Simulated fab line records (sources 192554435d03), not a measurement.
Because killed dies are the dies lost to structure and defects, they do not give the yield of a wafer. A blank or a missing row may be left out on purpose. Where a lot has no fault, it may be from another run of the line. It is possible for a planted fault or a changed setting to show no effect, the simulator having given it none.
Chamber matching :: flow n5_finfet :: N5_BEOL_M10_CURE_72 on uv_cure-02: 3 sister chambers
The step cures SiCOH lowk, time 120 s. 6 wafers are shown with their chamber, then 9 later ones without.

WAFERS PAIRED WITH THEIR CHAMBERS
wafer: L079.3
chamber: 0
wafer_temp_C_max: 372.0
lamp_power_pct (%): 52.38

wafer: L079.4
chamber: 0
wafer_temp_C_max: 371.1
lamp_power_pct (%): 52.30

wafer: L087.5
chamber: 2
wafer_temp_C_max: 371.9
lamp_power_pct (%): 52.31

wafer: L087.6
chamber: 2
wafer_temp_C_max: 371.8
lamp_power_pct (%): 52.43

wafer: L094.3
chamber: 1
wafer_temp_C_max: 371.1
lamp_power_pct (%): 52.26

wafer: L094.5
chamber: 1
wafer_temp_C_max: 370.7
lamp_power_pct (%): 52.32

WAFERS MISSING THEIR CHAMBER
wafer: L095.1
wafer_temp_C_max: 371.0
lamp_power_pct (%): 52.41

wafer: L095.4
wafer_temp_C_max: 370.7
lamp_power_pct (%): 52.38

wafer: L095.6
wafer_temp_C_max: 371.1
lamp_power_pct (%): 52.32

wafer: L097.3
wafer_temp_C_max: 371.0
lamp_power_pct (%): 52.32

wafer: L097.5
wafer_temp_C_max: 370.5
lamp_power_pct (%): 52.37

wafer: L097.6
wafer_temp_C_max: 370.7
lamp_power_pct (%): 52.28

wafer: L091.3
wafer_temp_C_max: 371.5
lamp_power_pct (%): 52.30

wafer: L091.4
wafer_temp_C_max: 371.9
lamp_power_pct (%): 52.32

wafer: L091.5
wafer_temp_C_max: 371.3
lamp_power_pct (%): 52.34

WHICH CHAMBER EACH ONE RAN IN
wafer: L095.1
from the rows above: can't be placed: 0 or 1 or 2
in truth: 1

wafer: L095.4
from the rows above: can't be placed: 1 or 0 or 2
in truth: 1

wafer: L095.6
from the rows above: can't be placed: 1 or 0 or 2
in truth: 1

wafer: L097.3
from the rows above: can't be placed: 1 or 0 or 2
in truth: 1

wafer: L097.5
from the rows above: can't be placed: 1 or 0 or 2
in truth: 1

wafer: L097.6
from the rows above: can't be placed: 1 or 0
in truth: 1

wafer: L091.3
from the rows above: can't be placed: 0 or 2 or 1
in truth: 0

wafer: L091.4
from the rows above: can't be placed: 2 or 0 or 1
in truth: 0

wafer: L091.5
from the rows above: can't be placed: 0 or 1 or 2
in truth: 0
Correct placement for 0 of the 9. Unplaceable from these rows: 9, with the true chamber sitting among the candidates in 9. Wrongly placed: 0.
How it was worked out, from the rows above alone: a wafer's distance from a chamber is the root of the sum, over the readings, of the square of ((its reading less the chamber's mean) divided by the reading's scatter). The wafer belongs to the nearest chamber; if the next one is less than 2 further off, it can't be placed. Each chamber's mean is taken over the wafers shown for it. How the scatter is found: for the shown wafers, subtract from each reading the mean of its chamber, square and add these, divide the total by (wafers less chambers), then take the root.
